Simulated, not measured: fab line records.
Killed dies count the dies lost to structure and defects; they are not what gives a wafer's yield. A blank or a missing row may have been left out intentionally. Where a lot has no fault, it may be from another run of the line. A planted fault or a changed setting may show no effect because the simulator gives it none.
Comparing a struck lot with a sound one + flow n5-finfet + 24 out of 1938 route steps
Sound: these wafers, L275.1, L275.3, L275.5. The struck wafers were L285.1, L285.5, L285.6. The cause is given at the end.
Order at every step that has rows: each side's tool, ch and its chambers, its first start. Under that, the readings that differ: sound wafers + struck wafers + difference of the means + sigmas: that difference in standard deviations of wafers without a fault.
alike: readings whose means differ by less than 2 such deviations, and words and numbers that are the same on both sides. not compared: withheld readings, readings that some wafer has no value for, bounds like >300 that may hide the same value, and numbers for which the record gives no deviation and whose values overlap.
The two part at a step that has a row with sigmas, a row that says differs or no value, or rows on one side only. Non-overlapping numbers with no deviation appear without sigmas and do not part them. Lack of a reading on every wafer of one side parts them only where that side has two or more wafers.

first, 9 steps without rows for these wafers: N5_BEOL_M6_EBR_07; N5_BEOL_M6_SOFTBAKE_06 (time 60 s); N5_BEOL_M6_EXPOSE_08 (exposes mask M6); N5_BEOL_M6_PEB_09 (peb time 60 s); N5_BEOL_M6_DEVELOP_10 (develop time 30 s); N5_BEOL_M6_DESCUM_16 (chemistry O2, time 7.9 s); N5_BEOL_M6_ETCH_61 (etches SiARC in CF4, target depth 45.5 nm, time 75.8 s); N5_BEOL_M6_ETCH_62 (etches SOC in N2/H2, target depth 110 nm, overetch 22 nm, time 165 s); N5_BEOL_M6_STRIP_68 (strips in N2/H2).
N5_BEOL_M6_STRIP_67: strips in CF4.
  sound on rie-diel-05 ch 2,3, day 12 01:22; struck on rie-diel-05 ch 0,1,3, day 14 07:29
  alike: drypump-motor-current-A, oes-product-au, rf-vpp-V, showerhead-plenum-p-Torr, throttle-valve-pct
  not compared: rf-hours-counter-h
then, 11 steps without rows for these wafers: N5_BEOL_M6_HM_OPEN_17 (chemistry Cl2/BCl3, target TiN, target depth 20 nm, overetch 6 nm); N5_BEOL_M6_STRIP_19 (strips in O2); N5_BEOL_M6_COAT_63 (time 60 s, resist thk 60 nm); N5_BEOL_M6_COAT_64 (time 60 s, resist thk 12 nm); N5_BEOL_M6_COAT_71 (time 60 s, resist thk 5 nm); N5_BEOL_M6_COAT_22 (resist thk 30 nm); N5_BEOL_M6_EBR_24; N5_BEOL_M6_SOFTBAKE_23 (time 60 s); N5_BEOL_M6_EXPOSE_25 (exposes mask V5, target cd 40 nm); N5_BEOL_M6_PEB_26 (peb time 60 s); N5_BEOL_M6_DEVELOP_27 (develop time 30 s).
N5_BEOL_M6_INSPECT_30: inspects for defects (brightfield).
  struck on defect-inspect-01, day 14 11:28; sound on defect-inspect-02, day 12 04:11
| reading          | sound       | struck      | difference | sigmas |
|------------------|-------------|-------------|------------|--------|
| raw-defect-count | 473 410 360 | 843 744 799 | +381       | +4     |
then, 1 step without rows for these wafers: N5_BEOL_M6_DESCUM_33 (chemistry O2, time 7 s).
-- the record jumps here: 4 days lie between the struck wafers' starts before and after (it left off in module BEOL_M6 and takes up again in module PASSIVATION, whose first step shown is number 1936 of the route) --
N5_PASSIVATION_PROBE_49:
  struck on prober-02, day 18 09:47; sound on prober-02, day 15 21:00
| reading                  | sound          | struck         | difference | sigmas |
|--------------------------|----------------|----------------|------------|--------|
| defect-limited-yield (%) | 91.9 91.5 93.9 | 87.2 85.1 85.3 | -6.6       | -4     |
| killed_at_M4_up          | 8 13 15        | 59 99 95       | +72        | +16    |
| killed-dies              | 96 100 72      | 151 176 174    | +78        | +5     |
| killed-on-rim            | 12 12 6        | 26 20 26       | +14        | +4     |
| sort_bin_5_function (%)  | 4.9 4.7 3.9    | 8.1 8.7 9.6    | +4.3       | +5     |
| sort-n-pass              | 1084 1080 1108 | 1029 1004 1006 | -78        | -5     |
| sort-yield-pct (%)       | 91.9 91.5 93.9 | 87.2 85.1 85.3 | -6.6       | -4     |
  alike: killed_at_M0_to_M3, killed-at-contacts, killed-at-front-end, killed-at-other, killed-open, killed-short, sort_bin_6_memory

== WHERE THEY PART ==
First at N5_BEOL_M6_INSPECT_30; last, within this record, at N5_PASSIVATION_PROBE_49.

WHY: whatever the simulator had introduced
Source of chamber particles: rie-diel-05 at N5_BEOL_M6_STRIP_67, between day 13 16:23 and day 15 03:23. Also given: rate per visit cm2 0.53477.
